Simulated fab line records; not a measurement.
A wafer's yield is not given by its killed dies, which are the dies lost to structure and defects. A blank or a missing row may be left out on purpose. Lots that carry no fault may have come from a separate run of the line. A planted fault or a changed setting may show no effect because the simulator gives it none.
fab line records	flow n5Finfet
record lots=7	wafers=20	lastDay=20
route steps=1938 shown BEOL_M4@1111 BEOL_M9@1403 PASSIVATION@1936
lots untouched by any fault: they come from a run of this same line in which no faults occurred
startH: the number of hours between the record's first day and the start of the first shown wafer of the lot	waitH: hours from the lot's prior step to this one	" the same as in the row above	L1.1+2: several wafers, shown together as one row	- no value, or no start given	* or withheld: withheld	< > ~ a bound
route shown NAME@n: NAME is a module with steps in the file, n the number in the route of the first one	usual: the fault-free wafers' mean and standard deviation	same: alike in all rows	chamber/n: place in a boat	sites: the reading at each site	_std_site: their standard deviation	_edge_site: inner sites' mean taken away from outer sites' mean	radiusMm: for every site, how far away it sits from the centre of the wafer	mask NAME#n: copy n	behind: tool/chamber where the wafer was last shaped	hold: the reason the lot was held/the length of the hold in hours/how it ended	device: the n, p or np transistor that did not switch	end of line: the tests these same wafers got at the end of their route	for a step that has no rows: nothing shown but its recipe	killed: dies that structure and defects cost at the first sort, which is not the same as the wafer's yield	map: a wafer's dies, x killed, . not, _ none there
set.NAME: the setting as run; set.NAME@STEP: as run at that earlier step	model.NAME: the simulator's own value behind a step, which no gauge read
steps of the route over a sample of lots; a table a step, a row a wafer
services: when a tool's chamber went out of use (startH, in hours from the record's first day, below 0 if earlier), for how many hours, and the reason
## steps
# step N5_BEOL_M4_RC_MEAS_101
# usual DIBL_N=36.5/2.1	DIBL_P=36.6/2.6	IOFF_N=0.17/0.044	IOFF_P=0.21/0.048	ION_N=674/17	ION_P=462/9.5	SS_N=71.6/0.77	SS_P=73.5/0.72	VT_N=250/4.2	VT_P=-250/3.9
lot.wafer	tool	chamber	startH	waitH	DIBL_N[mV/V]	DIBL_P[mV/V]	IOFF_N[nA/um]	IOFF_P[nA/um]	ION_N[uA/um]	ION_P[uA/um]	SS_N[mV/dec]	SS_P[mV/dec]	VT_N[mV]	VT_P[mV]
L235.1	prober-01	0	222.07	0.0	41.7	40.4	0.31	0.35	707	476	73.8	74.9	241	-242
L235.3	"	0	"	"	34.2	32.3	0.13	0.19	678	467	70.7	72.7	251	-250
L235.6	"	0	"	"	40.5	40.5	0.29	0.34	703	475	72.2	74.8	241	-243
L233.4	prober-02	0	224.41	0.5	34.9	33.9	0.13	0.17	671	460	70.6	73.4	255	-254
L233.5	"	0	"	"	37.0	37.6	0.17	0.22	684	468	71.1	74.7	248	-252
L239.2	prober-02	0	250.70	0.2	35.6	36.7	0.16	0.20	667	461	71.5	73.4	247	-250
L239.4	"	0	"	"	36.0	35.2	0.15	0.17	651	445	72.3	73.0	253	-253
L239.5	"	0	"	"	32.7	32.9	0.11	0.16	653	454	70.0	73.2	254	-254
L247.1	prober-01	0	320.73	0.6	35.4	36.2	0.16	0.21	656	459	71.1	74.2	251	-250
L247.3	"	0	"	"	36.4	38.3	0.19	0.23	682	465	71.7	74.2	247	-251
L247.5	"	0	"	"	34.7	35.6	0.14	0.19	649	455	71.7	73.3	253	-250
L251.4	prober-01	0	331.73	0.5	37.5	38.9	0.19	0.24	684	467	71.8	73.3	248	-251
L251.5	"	0	"	"	36.8	37.7	0.17	0.23	680	472	72.5	73.1	249	-248
L251.6	"	0	"	"	38.7	40.5	0.22	0.26	683	461	72.5	73.6	247	-246
L253.2	prober-02	0	339.48	0.2	34.4	33.6	0.13	0.17	667	457	70.5	72.3	250	-251
L253.3	"	0	"	"	36.6	36.6	0.17	0.22	691	472	71.7	73.8	249	-248
L253.4	"	0	"	"	37.4	37.9	0.18	0.24	679	468	71.6	73.5	250	-246
L252.2	prober-02	0	346.14	0.2	36.3	37.5	0.18	0.28	697	485	72.9	73.5	248	-246
L252.4	"	0	"	"	37.3	39.0	0.22	0.31	695	473	72.6	73.7	246	-241
L252.5	"	0	"	"	34.7	33.1	0.14	0.19	648	451	72.8	72.3	257	-251
# step N5_BEOL_M9_THK_MEAS_01
# recipe reads=SiCOH_lowk_of_BEOL_M9_ILD_DEP_00
# usual M9_ILD_THK=271/4.1
lot.wafer	tool	chamber	startH	waitH	M9_ILD_THK[nm]
L235.1	filmMetro-02	-	264.28	0.4	267
L235.3	"	-	"	"	274
L235.6	"	-	"	"	277
L233.4	filmMetro-01	-	268.94	0.2	264
L233.5	"	-	"	"	264
L239.2	filmMetro-02	-	290.61	0.4	272
L239.4	"	-	"	"	274
L239.5	"	-	"	"	274
L247.1	filmMetro-01	-	366.24	0.4	270
L247.3	"	-	"	"	261
L247.5	"	-	"	"	268
L251.4	filmMetro-01	-	374.26	0.2	275
L251.5	"	-	"	"	277
L251.6	"	-	"	"	274
L253.2	filmMetro-01	-	379.82	0.4	268
L253.3	"	-	"	"	271
L253.4	"	-	"	"	272
L252.2	filmMetro-02	-	397.17	0.4	266
L252.4	"	-	"	"	279
L252.5	"	-	"	"	278
# step N5_BEOL_M9_DESCUM_16
# recipe chemistry=O2	timeS=7.9	sourcePowerW=50	biasPowerW=20	pressureMtorr=20	rfFrequencyHz=2.712e+07	tempC=40	resist=CAR-ArF	o2FlowSccm=225
# usual biasPowerW=20.01/0.055	chamberPressureMTorr=20.001/0.018	drypumpMotorCurrentA=5.6/0.31	oesProductAu=0.78/0.069	rfVppV=242.8/1.5	showerheadPlenumPTorr=2.07/0.074	throttleValvePct=20.45/0.17
lot.wafer	tool	chamber	startH	waitH	biasPowerW	chamberPressureMTorr	drypumpMotorCurrentA	oesProductAu	rfHoursCounterH	rfVppV	showerheadPlenumPTorr	throttleValvePct
L235.1	rieDiel-02	3	266.62	0.2	20.01	20.020	5.7	0.72	222	240.0	1.95	20.41
L235.3	"	2	"	"	20.00	19.995	5.5	0.72	203	241.4	2.09	20.52
L235.6	"	0	"	"	19.98	20.009	5.5	0.80	-	241.0	2.02	20.32
L233.4	rieDiel-06	1	269.78	0.0	20.00	19.994	5.4	0.82	88	244.8	2.11	20.43
L233.5	"	0	"	"	20.02	20.002	5.5	0.89	-	242.2	2.08	20.32
L239.2	rieDiel-02	3	292.38	0.0	19.96	19.970	5.7	0.71	230	240.1	1.95	20.43
L239.4	"	2	"	"	20.06	19.995	5.5	0.72	212	242.7	2.08	20.52
L239.5	"	0	"	"	20.00	20.004	5.5	0.79	-	242.0	2.02	20.33
L247.1	rieDiel-06	3	368.28	0.0	19.99	20.006	5.8	0.67	253	242.1	2.03	20.48
L247.3	"	1	"	"	19.97	19.999	5.4	0.80	121	243.5	2.09	20.48
L247.5	"	1	"	"	20.00	20.028	5.4	0.80	-	244.8	2.09	20.48
L251.4	rieDiel-02	0	378.30	0.6	20.13	20.012	5.5	0.76	161	240.7	2.01	20.35
L251.5	"	2	"	"	20.08	20.020	5.5	0.69	-	243.3	2.07	20.57
L251.6	"	3	"	"	19.96	20.003	5.7	0.95	-	245.6	2.20	20.08
L253.2	rieDiel-06	0	385.99	1.6	20.07	19.993	5.5	0.83	83	240.5	2.06	20.40
L253.3	"	1	"	"	19.99	20.009	5.4	0.78	128	243.4	2.09	20.50
L253.4	"	1	"	"	19.98	19.995	5.4	0.78	-	244.0	2.09	20.50
L252.2	rieDiel-06	3	402.28	0.8	20.05	19.987	5.8	0.96	6	244.1	2.03	20.13
L252.4	"	2	"	"	20.03	19.981	5.9	0.75	159	240.3	1.94	20.68
L252.5	"	0	"	"	19.92	19.999	5.5	0.83	-	241.7	2.06	20.39
# step N5_BEOL_M9_ETCH_62
# recipe chemistry=N2/H2	target=SOC	targetDepthA=1100	overetchA=220	maskMaterial=SiARC	tempC=40	timeS=165	ionEnergyEv=200	pressureMtorr=30	sourceW=840	biasW=150	n2FlowSccm=200	h2FlowSccm=200
# usual chamberPressureMTorr=29.998/0.03	drypumpMotorCurrentA=5.6/0.31	oesProductAu=0.66/0.056	rfVppV=523.2/2.7	showerheadPlenumPTorr=2.51/0.089	throttleValvePct=17.82/0.2
lot.wafer	tool	chamber	startH	waitH	chamberPressureMTorr	drypumpMotorCurrentA	oesProductAu	rfHoursCounterH	rfVppV	showerheadPlenumPTorr	throttleValvePct
L235.1	rieDiel-02	3	266.71	0.0	30.009	5.7	0.61	222	520.3	2.40	17.95
L235.3	"	2	"	"	29.988	5.5	0.61	203	523.6	2.50	17.81
L235.6	"	0	"	"	30.010	5.5	0.67	-	521.2	2.47	17.87
L233.4	rieDiel-06	1	269.86	0.0	29.957	5.3	0.69	88	523.3	2.55	17.66
L233.5	"	0	"	"	30.022	5.5	0.76	-	521.9	2.48	17.52
L239.2	rieDiel-02	3	292.46	0.0	30.006	5.7	0.61	230	521.1	2.40	17.94
L239.4	"	2	"	"	29.948	5.5	0.57	212	523.0	2.50	17.83
L239.5	"	0	"	"	30.046	5.5	0.60	-	520.6	2.47	17.87
L247.1	rieDiel-06	3	368.37	0.0	30.035	5.8	0.57	253	521.7	2.50	18.02
L247.3	"	1	"	"	29.953	5.4	0.67	121	525.0	2.54	17.72
L247.5	"	1	"	"	29.959	5.4	0.67	-	524.5	2.54	17.70
L251.4	rieDiel-02	0	378.39	0.0	29.954	5.5	0.65	161	520.1	2.45	17.93
L251.5	"	2	"	"	29.991	5.5	0.60	-	522.9	2.48	17.90
L251.6	"	3	"	"	30.020	5.7	0.80	-	528.5	2.70	17.54
L253.2	rieDiel-06	0	386.07	0.0	29.986	5.5	0.70	83	521.1	2.47	17.57
L253.3	"	1	"	"	30.055	5.4	0.66	128	524.7	2.53	17.72
L253.4	"	1	"	"	29.971	5.4	0.66	-	524.9	2.53	17.74
L252.2	rieDiel-06	3	402.37	0.0	29.964	5.8	0.81	6	523.4	2.49	17.62
L252.4	"	2	"	"	30.039	5.9	0.64	160	517.4	2.34	17.99
L252.5	"	0	"	"	30.025	5.5	0.70	-	520.1	2.46	17.60
# step N5_BEOL_M9_STRIP_67
# recipe chemistry=CF4	resist=SiARC	powerW=300	biasPowerW=75	pressureMtorr=50	cf4FlowSccm=150	rfFrequencyHz=6e+07
# usual biasPowerW=74.97/0.22	chamberPressureMTorr=50.00/0.049	drypumpMotorCurrentA=5.6/0.31	oesProductAu=0.78/0.066	rfVppV=270.9/1.6	showerheadPlenumPTorr=1.78/0.062	throttleValvePct=13.62/0.23
lot.wafer	tool	chamber	startH	waitH	biasPowerW	chamberPressureMTorr	drypumpMotorCurrentA	oesProductAu	rfHoursCounterH	rfVppV	showerheadPlenumPTorr	throttleValvePct
L235.1	rieDiel-02	3	266.85	0.0	75.07	50.12	5.7	0.73	222	269.0	1.69	13.84
L235.3	"	2	"	"	75.14	50.06	5.5	0.73	203	270.3	1.79	13.76
L235.6	"	0	"	"	75.06	50.00	5.5	0.79	-	270.5	1.73	13.44
L233.4	rieDiel-06	1	270.01	0.0	74.80	49.99	5.4	0.82	88	270.6	1.80	13.55
L233.5	"	0	"	"	74.53	49.97	5.5	0.89	-	270.1	1.75	13.19
L239.2	rieDiel-02	3	292.61	0.0	74.66	50.12	5.6	0.73	230	269.4	1.69	13.85
L239.4	"	2	"	"	75.11	49.98	5.5	0.73	212	270.2	1.79	13.78
L239.5	"	0	"	"	75.05	50.00	5.5	0.79	-	272.2	1.72	13.47
L247.1	rieDiel-06	3	368.51	0.0	74.80	50.01	5.8	0.66	253	269.6	1.77	13.98
L247.3	"	1	"	"	74.72	50.00	5.4	0.79	121	272.5	1.79	13.63
L247.5	"	1	"	"	75.32	50.10	5.4	0.79	-	272.0	1.79	13.64
L251.4	rieDiel-02	0	378.53	0.0	75.28	50.03	5.5	0.76	161	268.6	1.72	13.52
L251.5	"	2	"	"	75.31	50.01	5.5	0.70	-	270.1	1.78	13.85
L251.6	"	3	"	"	74.78	50.04	5.7	0.94	-	274.2	1.89	13.32
L253.2	rieDiel-06	0	386.22	0.0	74.84	50.01	5.5	0.83	83	270.5	1.74	13.28
L253.3	"	1	"	"	75.48	50.16	5.4	0.78	128	270.5	1.79	13.65
L253.4	"	1	"	"	75.12	49.99	5.4	0.78	-	272.7	1.79	13.64
L252.2	rieDiel-06	3	402.52	0.0	74.45	50.04	5.8	0.95	6	271.4	1.77	13.45
L252.4	"	2	"	"	74.93	49.89	5.8	0.75	160	271.2	1.67	13.72
L252.5	"	0	"	"	75.28	49.98	5.5	0.82	-	269.6	1.74	13.29
# step N5_BEOL_M9_HM_OPEN_17
# recipe chemistry=Cl2/BCl3	targetDepthA=200	overetchA=60	target=TiN	maskMaterial=SOC	ionEnergyEv=150	pressureMtorr=10	icpW=1000	biasW=126	Cl2_flow_sccm=53.25	bcl3FlowSccm=21.75	Ar_flow_sccm=25
# usual chamberPressureMTorr=10.000/0.0089	drypumpMotorCurrentA=5.69/0.17	mfcCl2Sccm=53.25/0.15	oesProductAu=0.71/0.046	throttleValvePct=22.24/0.22
lot.wafer	tool	chamber	startH	waitH	chamberPressureMTorr	drypumpMotorCurrentA	mfcCl2Sccm	oesProductAu	rfHoursCounterH	throttleValvePct
L235.1	rieMetal-03	1	266.89	0.0	10.006	5.75	53.07	0.77	8	22.13
L235.3	"	1	"	"	9.995	5.72	53.07	0.77	-	22.15
L235.6	"	1	"	"	10.005	5.76	52.99	0.77	-	22.16
L233.4	rieMetal-01	0	270.08	0.1	9.998	5.71	53.23	0.75	-	22.25
L233.5	"	1	"	"	10.005	5.91	53.08	0.73	-	22.51
L239.2	rieMetal-02	1	292.65	0.0	10.015	5.31	53.31	0.71	34	22.10
L239.4	"	0	"	"	10.009	5.64	53.30	0.33	-	22.46
L239.5	"	1	"	"	10.001	5.34	53.06	0.31	-	22.75
L247.1	rieMetal-03	1	368.55	0.0	10.021	5.73	53.23	0.73	18	22.18
L247.3	"	0	"	"	10.006	5.70	53.37	0.81	-	22.19
L247.5	"	1	"	"	9.985	5.74	53.35	0.73	-	22.17
L251.4	rieMetal-01	0	378.60	0.1	9.989	5.72	53.45	0.72	-	22.29
L251.5	"	0	"	"	10.002	5.75	53.30	0.72	-	22.28
L251.6	"	1	"	"	9.994	5.86	53.12	0.71	-	22.51
L253.2	rieMetal-02	0	386.27	0.0	9.999	5.63	53.20	0.66	52	21.88
L253.3	"	0	"	"	10.003	5.65	53.08	0.67	-	21.88
L253.4	"	1	"	"	10.001	5.34	53.19	0.68	-	22.13
L252.2	rieMetal-02	0	402.56	0.0	9.992	5.64	53.35	0.66	53	21.89
L252.4	"	0	"	"	10.007	5.62	53.17	0.65	-	21.88
L252.5	"	1	"	"	10.012	5.39	53.27	0.67	-	22.11
# step N5_BEOL_M9_CD_MEAS_18
# recipe pitchNm=140	targetCdNm=70
# usual cdNm=70.2/0.82
lot.wafer	tool	chamber	startH	waitH	cdNm
L235.1	cdSem-02	-	267.08	0.0	69.4
L235.3	"	-	"	"	69.8
L235.6	"	-	"	"	69.5
L233.4	cdSem-02	-	270.29	0.1	70.1
L233.5	"	-	"	"	68.8
L239.2	cdSem-03	-	292.84	0.1	69.9
L239.4	"	-	"	"	-
L239.5	"	-	"	"	-
L247.1	cdSem-02	-	368.73	0.0	71.6
L247.3	"	-	"	"	69.3
L247.5	"	-	"	"	71.4
L251.4	cdSem-01	-	378.78	0.0	69.1
L251.5	"	-	"	"	69.3
L251.6	"	-	"	"	68.4
L253.2	cdSem-02	-	386.46	0.1	70.7
L253.3	"	-	"	"	70.5
L253.4	"	-	"	"	70.7
L252.2	cdSem-02	-	402.84	0.1	71.9
L252.4	"	-	"	"	69.5
L252.5	"	-	"	"	70.4
# step N5_BEOL_M9_OCD_MEAS_38
# usual trenchDepthNm=151/3.4
lot.wafer	tool	chamber	startH	waitH	trenchDepthNm
L235.1	ocd-01	-	267.96	-	148
L235.3	"	-	"	"	147
L235.6	"	-	"	"	152
L233.4	ocd-02	-	271.17	-	152
L233.5	"	-	"	"	152
L239.2	ocd-02	-	295.27	-	152
L239.4	"	-	"	"	-
L239.5	"	-	"	"	-
L247.1	ocd-01	-	369.90	-	153
L247.3	"	-	"	"	152
L247.5	"	-	"	"	154
L251.4	ocd-02	-	384.33	-	145
L251.5	"	-	"	"	151
L251.6	"	-	"	"	151
L253.2	ocd-02	-	387.46	-	147
L253.3	"	-	"	"	157
L253.4	"	-	"	"	149
L252.2	ocd-01	-	405.34	-	149
L252.4	"	-	"	"	157
L252.5	"	-	"	"	149
# step N5_PASSIVATION_PROBE_49
# usual defectLimitedYield=91.2/1.5	killed_at_M0_to_M3=36/10	killed_at_M4_up=14/5.2	killedAtContacts=12/6	killedAtFrontEnd=37/10	killedAtOther=4/3.3	killedDies=104/18	killedOnRim=14/4.1	killedOpen=68/14	killedShort=34/7.4	sort_bin_4_leakage=0.01/0.04	sort_bin_5_function=5.2/1	sort_bin_6_memory=3.3/0.7	sort_bin_8_speed=0.01/0.045	sortNPass=1076/18	sortYieldPct=91.2/1.5
# same grossDies=1180	killedAtBackSide=0
lot.wafer	tool	chamber	startH	waitH	defectLimitedYield[%]	killed_at_M0_to_M3	killed_at_M4_up	killedAtContacts	killedAtFrontEnd	killedAtOther	killedDies	killedOnRim	killedOpen	killedShort	sort_bin_4_leakage[%]	sort_bin_5_function[%]	sort_bin_6_memory[%]	sort_bin_8_speed[%]	sortNPass	sortYieldPct[%]
L239.2	prober-02	-	348.20	0.1	89.7	46	19	22	26	8	121	17	85	35	0	6.6	3.1	0	1059	89.7
L239.4	prober-02	-	348.30	0.2	0	44	1061	12	57	6	1180	152	102	42	0	95.3	4.5	0	0	0
L239.5	prober-02	-	348.35	0.2	0	63	1060	14	36	7	1180	152	95	48	0	95.5	4.0	0	0	0
# killed by level:class
L239.2 MOL_CONTACT_COAG:geometricParticle:open=17 BEOL_M3:geometricParticle:open=15 BEOL_M0_SAQP:geometricParticle:open=10 BEOL_M0_SAQP:geometricParticle:short=8 BEOL_M4:geometricParticle:open=7 MOL_CONTACT_COAG:geometricParticle:short=5 BEOL_M1:geometricParticle:open=5 FIN_SAQP:geometricParticle:open=4
L239.4 BEOL_M9:areaEtch=1034 STI_FIN_REVEAL:geometricParticle:open=24 BEOL_M4:geometricParticle:open=14 BEOL_M3:geometricParticle:open=11 MOL_CONTACT_COAG:geometricParticle:open=8 BEOL_M2:geometricParticle:open=8 BEOL_M0_SAQP:geometricParticle:short=7 STARTING-WAFER:geometricParticle:open=7
L239.5 BEOL_M9:areaEtch=1034 BEOL_M3:geometricParticle:open=15 BEOL_M2:geometricParticle:open=15 BEOL_M4:geometricParticle:open=13 MOL_CONTACT_COAG:geometricParticle:open=11 BEOL_M0_SAQP:geometricParticle:short=9 BEOL_M0_SAQP:geometricParticle:open=6 STARTING-WAFER:geometricParticle:open=6
## services
tool	chamber	startH	hours	kind
rieDiel-02	0	252.10	6.5	repair
rieMetal-03	-	256.49	1.2	repair
rieMetal-03	0	273.67	-	clean
rieMetal-03	0	273.67	26.6	scheduledDown
rieMetal-03	0	273.67	26.6	ventCycle
rieDiel-06	2	331.76	38.5	repair
rieDiel-02	3	351.50	-	clean
rieDiel-02	3	351.50	-	consumableReplace:focusRing
rieDiel-02	3	351.50	-	consumableReplace:showerhead
rieDiel-02	3	351.50	17.3	scheduledDown
rieDiel-02	3	351.50	17.3	ventCycle
rieDiel-06	3	370.23	-	clean
rieDiel-06	3	370.23	-	consumableReplace:focusRing
rieDiel-06	3	370.23	16.8	scheduledDown
rieDiel-06	3	370.23	16.8	ventCycle
rieDiel-02	-	383.26	0.5	repair
rieDiel-02	2	402.09	-	clean
rieDiel-02	2	402.09	-	consumableReplace:focusRing
rieDiel-02	2	402.09	24.7	scheduledDown
rieDiel-02	2	402.09	24.7	ventCycle
## key
firstSign step=N5_BEOL_M9_HM_OPEN_17	reading=oesProductAu	direction=down	sigmas=8.6	usual=0.71	struck=0.32
effect step=N5_BEOL_M9_CD_MEAS_18	reading=cdNm	direction=missing
effect step=N5_BEOL_M9_OCD_MEAS_38	reading=trenchDepthNm	direction=missing
effect step=N5_PASSIVATION_PROBE_49	reading=killed_at_M4_up	direction=up	sigmas=99+	usual=14	struck=1060
moreKillsBornAt N5_BEOL_M9_ETCH_62@rieDiel-02=2068
metAt N5_BEOL_M9_ETCH_62
struckLots L239
struckWafers L239.4,L239.5
laterRowsLeftOut L239.4,L239.5
notActingAt N5_BEOL_M9_THK_MEAS_01,N5_BEOL_M9_DESCUM_16,N5_BEOL_M9_STRIP_67
onsetBetween 266.71 292.46
fault kind=processParameterDrift	tool=rieDiel-02	chamber=-	onsetH=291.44	steps=N5_BEOL_M9_ETCH_62	channel=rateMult	offset=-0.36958	shape=step	endH=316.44	scope=struckWafersOnly
# laterRowsLeftOut: the simulator's readings of these wafers behind a module that went badly wrong aren't trusted and aren't shown, but for the sort
